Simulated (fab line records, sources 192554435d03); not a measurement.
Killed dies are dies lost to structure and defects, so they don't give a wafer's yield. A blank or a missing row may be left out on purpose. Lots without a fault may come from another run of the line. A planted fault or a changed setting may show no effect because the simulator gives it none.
Which tool did it? | flow n5_finfet | 23 lots, 69 wafers sampled, at 5 steps of a route of 1938

WHAT THE GAUGES READ, wafer by wafer
N5_BEOL_M1_INSPECT_59: inspects for defects (darkfield).
lot  | measured     | on                | raw_defect_count
L074 | day 6 15:31  | defect_inspect-01 | 57 45 72
L076 | day 6 19:15  | defect_inspect-01 | 118 134 94
L075 | day 6 21:40  | defect_inspect-02 | 34 57 25
L077 | day 7 03:04  | defect_inspect-02 | 48 50 37
L078 | day 7 17:37  | defect_inspect-01 | 34 89 52
L079 | day 7 22:03  | defect_inspect-01 | 53 104 80
L080 | day 8 01:26  | defect_inspect-01 | 90 77 79
L081 | day 8 06:12  | defect_inspect-01 | 156 67 76
L082 | day 8 13:50  | defect_inspect-01 | 92 90 54
L083 | day 8 16:45  | defect_inspect-02 | 77 45 82
L084 | day 8 20:06  | defect_inspect-01 | 44 89 66
L085 | day 9 06:44  | defect_inspect-02 | 100 72 57
L086 | day 9 14:34  | defect_inspect-02 | 35 67 60
L087 | day 9 16:38  | defect_inspect-02 | 69 140 119
L088 | day 10 06:01 | defect_inspect-01 | 85 79 49
L089 | day 10 08:04 | defect_inspect-01 | 84 105 98
L091 | day 10 12:23 | defect_inspect-01 | 90 105 79
L093 | day 11 16:31 | defect_inspect-01 | 68 65 56
L092 | day 11 17:02 | defect_inspect-02 | 119 47 39
L095 | day 11 20:20 | defect_inspect-02 | 57 57 63
L094 | day 11 20:52 | defect_inspect-02 | 45 53 71
L096 | day 12 07:07 | defect_inspect-02 | 54 44 77
L097 | day 12 09:13 | defect_inspect-02 | 55 65 84

N5_BEOL_M2_CD_MEAS_35: target cd 18 nm, target cd y 22.2 nm.
lot  | measured     | on        | cd_nm (nm)
L074 | day 7 02:29  | cd_sem-03 | 17.8 17.4 17.1
L076 | day 7 02:38  | cd_sem-03 | 18.2 18.4 18.4
L075 | day 7 07:49  | cd_sem-01 | 18.1 17.8 18.3
L077 | day 7 13:55  | cd_sem-01 | 18.7 17.8 18.4
L078 | day 7 21:10  | cd_sem-01 | 18.1 18.1 18.1
L079 | day 8 05:45  | cd_sem-03 | 18.0 18.1 18.0
L080 | day 8 10:59  | cd_sem-01 | 17.7 17.8 16.9
L081 | day 8 11:11  | cd_sem-02 | 18.4 17.8 18.1
L082 | day 9 04:22  | cd_sem-03 | 18.8 18.0 19.1
L083 | day 9 04:31  | cd_sem-02 | 17.8 18.1 17.7
L084 | day 9 05:23  | cd_sem-02 | 18.5 17.8 18.2
L085 | day 9 10:36  | cd_sem-01 | 18.0 17.9 17.6
L086 | day 9 21:30  | cd_sem-03 | 18.1 18.0 18.3
L087 | day 10 04:40 | cd_sem-02 | 18.4 17.9 18.3
L088 | day 10 10:50 | cd_sem-01 | 18.7 18.6 18.1
L089 | day 10 10:59 | cd_sem-01 | 17.9 18.1 17.9
L091 | day 10 20:51 | cd_sem-03 | 17.9 17.8 17.4
L093 | day 11 19:57 | cd_sem-01 | 18.0 17.8 18.1
L092 | day 11 20:01 | cd_sem-02 | 18.5 18.2 18.2
L095 | day 12 02:45 | cd_sem-02 | 17.9 18.3 18.2
L094 | day 12 09:25 | cd_sem-01 | 17.7 18.9 17.9
L096 | day 12 12:01 | cd_sem-01 | 18.1 17.8 17.7
L097 | day 12 12:41 | cd_sem-03 | 18.9 19.2 19.0

WHICH TOOL RAN EACH LOT (tool, then ch and the chambers of the sampled wafers, then the start)
lot  | N5_BEOL_M2_ETCH_74                 | N5_BEOL_M2_ETCH_64                 | N5_BEOL_M2_STRIP_19
L074 | rie_diel-06 ch 0,2, day 6 18:08    | rie_diel-06 ch 0,2, day 6 18:11    | rie_diel-06 ch 0,3, day 6 18:29
L076 | rie_diel-05 ch 0,2, day 6 20:34    | rie_diel-05 ch 0,2, day 6 20:37    | rie_diel-06 ch 0,1,2, day 6 20:56
L075 | rie_diel-05 ch 0,1, day 6 23:50    | rie_diel-05 ch 0,1, day 6 23:53    | rie_diel-06 ch 0,2, day 7 00:10
L077 | rie_diel-06 ch 1,3, day 7 03:57    | rie_diel-06 ch 1,3, day 7 03:59    | rie_diel-06 ch 1,2, day 7 04:17
L078 | rie_diel-05 ch 0,2,3, day 7 18:58  | rie_diel-05 ch 0,2,3, day 7 19:00  | rie_diel-05 ch 0,2,3, day 7 19:23
L079 | rie_diel-04 ch 0,3, day 8 00:59    | rie_diel-04 ch 0,3, day 8 01:02    | rie_diel-04 ch 1,3, day 8 01:22
L080 | rie_diel-06 ch 0,2,3, day 8 02:29  | rie_diel-06 ch 0,2,3, day 8 02:32  | rie_diel-05 ch 0,3, day 8 02:55
L081 | rie_diel-05 ch 0,2, day 8 07:11    | rie_diel-05 ch 0,2, day 8 07:14    | rie_diel-04 ch 0,1,3, day 8 07:32
L082 | rie_diel-05 ch 0,2,3, day 8 15:24  | rie_diel-05 ch 0,2,3, day 8 15:26  | rie_diel-05 ch 0,2,3, day 8 15:44
L083 | rie_diel-06 ch 0,3, day 8 20:08    | rie_diel-06 ch 0,3, day 8 20:11    | rie_diel-04 ch 1,2, day 8 20:28
L084 | rie_diel-04 ch 1,2, day 8 22:25    | rie_diel-04 ch 1,2, day 8 22:28    | rie_diel-06 ch 0,1,2, day 8 22:45
L085 | rie_diel-04 ch 0,1,3, day 9 08:25  | rie_diel-04 ch 0,1,3, day 9 08:28  | rie_diel-04 ch 0,2, day 9 08:44
L086 | rie_diel-06 ch 2,3, day 9 16:38    | rie_diel-06 ch 2,3, day 9 16:41    | rie_diel-06 ch 2,3, day 9 16:58
L087 | rie_diel-05 ch 2,3, day 9 17:39    | rie_diel-05 ch 2,3, day 9 17:41    | rie_diel-05 ch 1,2,3, day 9 17:59
L088 | rie_diel-05 ch 0,1,2, day 10 08:01 | rie_diel-05 ch 0,1,2, day 10 08:04 | rie_diel-05 ch 0,2,3, day 10 08:21
L089 | rie_diel-05 ch 0,1, day 10 08:49   | rie_diel-05 ch 0,1, day 10 08:52   | rie_diel-04 ch 0,2,3, day 10 09:10
L091 | rie_diel-04 ch 0,2, day 10 15:00   | rie_diel-04 ch 0,2, day 10 15:03   | rie_diel-06 ch 1,2, day 10 15:20
L093 | rie_diel-04 ch 0,2, day 11 17:43   | rie_diel-04 ch 0,2, day 11 17:46   | rie_diel-05 ch 1,2, day 11 18:02
L092 | rie_diel-06 ch 1,2, day 11 17:59   | rie_diel-06 ch 1,2, day 11 18:01   | rie_diel-05 ch 0,1,2, day 11 18:19
L095 | rie_diel-06 ch 0,1,3, day 11 21:16 | rie_diel-06 ch 0,1,3, day 11 21:19 | rie_diel-06 ch 0,1,2, day 11 21:46
L094 | rie_diel-05 ch 0,1,2, day 12 01:46 | rie_diel-05 ch 0,1,2, day 12 01:49 | rie_diel-05 ch 0,1, day 12 02:07
L096 | rie_diel-04 ch 1,2,3, day 12 09:55 | rie_diel-04 ch 1,2,3, day 12 09:58 | rie_diel-05 ch 0,1,2, day 12 10:20
L097 | rie_diel-06 ch 0,1, day 12 10:32   | rie_diel-06 ch 0,1, day 12 10:35   | rie_diel-04 ch 0,2,3, day 12 10:55
- N5_BEOL_M2_ETCH_74: etches underlayer in N2/H2, target depth 6.5 nm, time 5.2 s.
- N5_BEOL_M2_ETCH_64: etches SOC in N2/H2, target depth 75 nm, overetch 22.5 nm, time 121.9 s.
- N5_BEOL_M2_STRIP_19: strips in O2.

WHAT THE TOOLS THEMSELVES READ (means of the sampled wafers that have a number; where no wafer has one, the mark that the record gives instead)
N5_BEOL_M2_ETCH_74.
lot  | tool        | drypump_motor_current_A (A) | etch_rf_on_time_s (s) | n2_flow_sccm (sccm) | oes_product_au (a.u.) | rf_vpp_V (V) | showerhead_plenum_p_Torr (Torr) | throttle_valve_pct (%)
L074 | rie_diel-06 | 5.5                         | 5.20                  | 200.2               | 0.65                  | 524.3        | 2.64                            | 17.88
L076 | rie_diel-05 | 5.0                         | 5.05                  | 199.6               | 0.65                  | 522.0        | 2.47                            | 17.86
L075 | rie_diel-05 | 5.0                         | 4.98                  | 199.9               | 0.59                  | 520.2        | 2.41                            | 18.17
L077 | rie_diel-06 | 5.2                         | 5.22                  | 200.2               | 0.64                  | 524.2        | 2.53                            | 17.86
L078 | rie_diel-05 | 5.5                         | 5.04                  | 200.1               | 0.72                  | 524.9        | 2.54                            | 17.74
L079 | rie_diel-04 | 6.5                         | 5.19                  | 199.8               | 0.64                  | 524.5        | 2.58                            | 17.99
L080 | rie_diel-06 | 5.7                         | 5.22                  | 200.0               | 0.64                  | 524.7        | 2.59                            | 17.94
L081 | rie_diel-05 | 5.1                         | 5.17                  | 200.1               | 0.69                  | 521.9        | 2.52                            | 17.66
L082 | rie_diel-05 | 5.5                         | 5.05                  | 200.1               | 0.71                  | 523.9        | 2.53                            | 17.77
L083 | rie_diel-06 | 6.0                         | 5.23                  | 200.5               | 0.65                  | 524.0        | 2.55                            | 17.99
L084 | rie_diel-04 | 5.8                         | 5.07                  | 200.0               | 0.68                  | 525.9        | 2.56                            | 18.16
L085 | rie_diel-04 | 6.3                         | 5.17                  | 200.8               | 0.62                  | 524.1        | 2.56                            | 18.18
L086 | rie_diel-06 | 5.6                         | 5.18                  | 200.0               | 0.67                  | 524.5        | 2.61                            | 17.80
L087 | rie_diel-05 | 6.0                         | 5.09                  | 200.1               | 0.76                  | 525.2        | 2.60                            | 17.66
L088 | rie_diel-05 | 5.2                         | 4.98                  | 200.5               | 0.80                  | 527.8        | 2.67                            | 17.73
L089 | rie_diel-05 | 5.0                         | 4.89                  | 199.4               | 0.85                  | 528.8        | 2.72                            | 17.83
L091 | rie_diel-04 | 6.4                         | 5.12                  | 200.2               | 0.68                  | 525.7        | 2.58                            | 17.84
L093 | rie_diel-04 | 6.0                         | 5.24                  | 199.7               | 0.72                  | 522.5        | 2.53                            | 17.79
L092 | rie_diel-06 | 4.9                         | 5.19                  | 200.0               | 0.61                  | 523.7        | 2.55                            | 17.90
L095 | rie_diel-06 | 5.7                         | 5.19                  | 200.0               | 0.68                  | 522.8        | 2.52                            | 17.89
L094 | rie_diel-05 | 5.1                         | 4.98                  | 200.0               | 0.78                  | 527.6        | 2.66                            | 17.77
L096 | rie_diel-04 | 5.9                         | 5.16                  | 199.8               | 0.73                  | 522.8        | 2.50                            | 17.97
L097 | rie_diel-06 | 5.3                         | 5.14                  | 199.8               | 0.65                  | 521.3        | 2.49                            | 17.95

N5_BEOL_M2_ETCH_64.
lot  | tool        | drypump_motor_current_A (A) | n2_flow_sccm (sccm) | oes_product_au (a.u.) | rf_vpp_V (V) | showerhead_plenum_p_Torr (Torr) | throttle_valve_pct (%)
L074 | rie_diel-06 | 5.5                         | 200.1               | 0.59                  | 527.1        | 2.64                            | 17.83
L076 | rie_diel-05 | 5.0                         | 200.1               | 0.57                  | 521.9        | 2.47                            | 17.81
L075 | rie_diel-05 | 5.0                         | 199.3               | 0.52                  | 519.7        | 2.41                            | 18.11
L077 | rie_diel-06 | 5.2                         | 199.8               | 0.57                  | 523.6        | 2.53                            | 17.82
L078 | rie_diel-05 | 5.5                         | 200.2               | 0.64                  | 522.8        | 2.53                            | 17.70
L079 | rie_diel-04 | 6.5                         | 199.6               | 0.57                  | 525.0        | 2.58                            | 17.94
L080 | rie_diel-06 | 5.8                         | 200.0               | 0.58                  | 524.4        | 2.59                            | 17.90
L081 | rie_diel-05 | 5.1                         | 199.7               | 0.61                  | 523.8        | 2.52                            | 17.62
L082 | rie_diel-05 | 5.5                         | 199.8               | 0.63                  | 522.7        | 2.53                            | 17.72
L083 | rie_diel-06 | 6.0                         | 200.0               | 0.58                  | 523.2        | 2.55                            | 17.94
L084 | rie_diel-04 | 5.8                         | 200.1               | 0.60                  | 524.4        | 2.56                            | 18.12
L085 | rie_diel-04 | 6.2                         | 199.5               | 0.55                  | 524.1        | 2.56                            | 18.14
L086 | rie_diel-06 | 5.6                         | 200.4               | 0.60                  | 526.2        | 2.61                            | 17.76
L087 | rie_diel-05 | 6.0                         | 200.3               | 0.67                  | 526.0        | 2.60                            | 17.61
L088 | rie_diel-05 | 5.1                         | 199.6               | 0.70                  | 527.1        | 2.67                            | 17.70
L089 | rie_diel-05 | 5.0                         | 200.0               | 0.73                  | 528.4        | 2.72                            | 17.78
L091 | rie_diel-04 | 6.4                         | 200.1               | 0.60                  | 525.5        | 2.58                            | 17.81
L093 | rie_diel-04 | 6.0                         | 200.1               | 0.64                  | 523.5        | 2.53                            | 17.74
L092 | rie_diel-06 | 4.9                         | 199.7               | 0.54                  | 525.1        | 2.55                            | 17.85
L095 | rie_diel-06 | 5.6                         | 200.8               | 0.60                  | 523.3        | 2.52                            | 17.85
L094 | rie_diel-05 | 5.1                         | 200.1               | 0.67                  | 527.6        | 2.66                            | 17.71
L096 | rie_diel-04 | 5.9                         | 200.6               | 0.65                  | 522.4        | 2.50                            | 17.92
L097 | rie_diel-06 | 5.3                         | 199.9               | 0.58                  | 522.5        | 2.49                            | 17.91

N5_BEOL_M2_STRIP_19.
lot  | tool        | drypump_motor_current_A (A) | oes_product_au (a.u.) | rf_vpp_V (V) | showerhead_plenum_p_Torr (Torr) | throttle_valve_pct (%)
L074 | rie_diel-06 | 6.1                         | 0.74                  | 4.3          | 2.07                            | 16.89
L076 | rie_diel-06 | 5.4                         | 0.74                  | 3.4          | 2.11                            | 16.73
L075 | rie_diel-06 | 5.8                         | 0.74                  | 3.7          | 2.11                            | 16.83
L077 | rie_diel-06 | 5.0                         | 0.78                  | 3.4          | 2.18                            | 16.55
L078 | rie_diel-05 | 5.5                         | 0.84                  | 3.9          | 2.09                            | 16.58
L079 | rie_diel-04 | 6.0                         | 0.72                  | 3.5          | 2.12                            | 17.21
L080 | rie_diel-05 | 5.8                         | 0.87                  | 3.4          | 2.09                            | 16.63
L081 | rie_diel-04 | 6.2                         | 0.73                  | 3.3          | 2.11                            | 16.96
L082 | rie_diel-05 | 5.5                         | 0.84                  | 3.5          | 2.09                            | 16.60
L083 | rie_diel-04 | 5.8                         | 0.78                  | 3.4          | 2.13                            | 17.08
L084 | rie_diel-06 | 5.4                         | 0.73                  | 3.9          | 2.11                            | 16.77
L085 | rie_diel-04 | 6.4                         | 0.81                  | 3.7          | 2.11                            | 16.56
L086 | rie_diel-06 | 5.6                         | 0.80                  | 3.6          | 2.15                            | 16.63
L087 | rie_diel-05 | 5.6                         | 0.92                  | 3.6          | 2.16                            | 16.46
L088 | rie_diel-05 | 5.5                         | 0.91                  | 2.7          | 2.17                            | 16.48
L089 | rie_diel-04 | 6.2                         | 0.80                  | 3.6          | 2.07                            | 16.67
L091 | rie_diel-06 | 5.0                         | 0.75                  | 3.4          | 2.16                            | 16.61
L093 | rie_diel-05 | 5.3                         | 0.86                  | 3.5          | 2.15                            | 16.47
L092 | rie_diel-05 | 5.1                         | 0.89                  | 3.8          | 2.19                            | 16.55
L095 | rie_diel-06 | 5.4                         | 0.80                  | 4.4          | 2.10                            | 16.64
L094 | rie_diel-05 | 5.0                         | 0.90                  | 4.2          | 2.24                            | 16.66
L096 | rie_diel-05 | 5.1                         | 0.87                  | 3.3          | 2.19                            | 16.57
L097 | rie_diel-04 | 6.2                         | 0.79                  | 3.7          | 2.06                            | 16.70

THE ANSWER, worked out from the rows above alone
Rule: what is usual is taken from the lots themselves. Put in order of their means at a reading, lots are off if they are a third of the lots or fewer, leave a main group of 4 or more, and stand apart from it by a gap of 3 or more times the standard deviation of the main group's means; of several such gaps the widest counts. A main group whose means are all the same, to the digits that the tables above print for the reading, isn't used. A lot without any number at a reading at which 4 lots or more have one is off too. The other lots that the step has rows for count as sound. The gauges are gone through in route order, then the tools' own readings, and for those a lot's mean is taken as printed above. The first step at which some lot is off is used, and at that step the reading that is off furthest; a lot without a number counts as furthest.
No lot is off at any reading shown: from this, nothing can be told.

WHAT THE SIMULATOR HAD PUT IN
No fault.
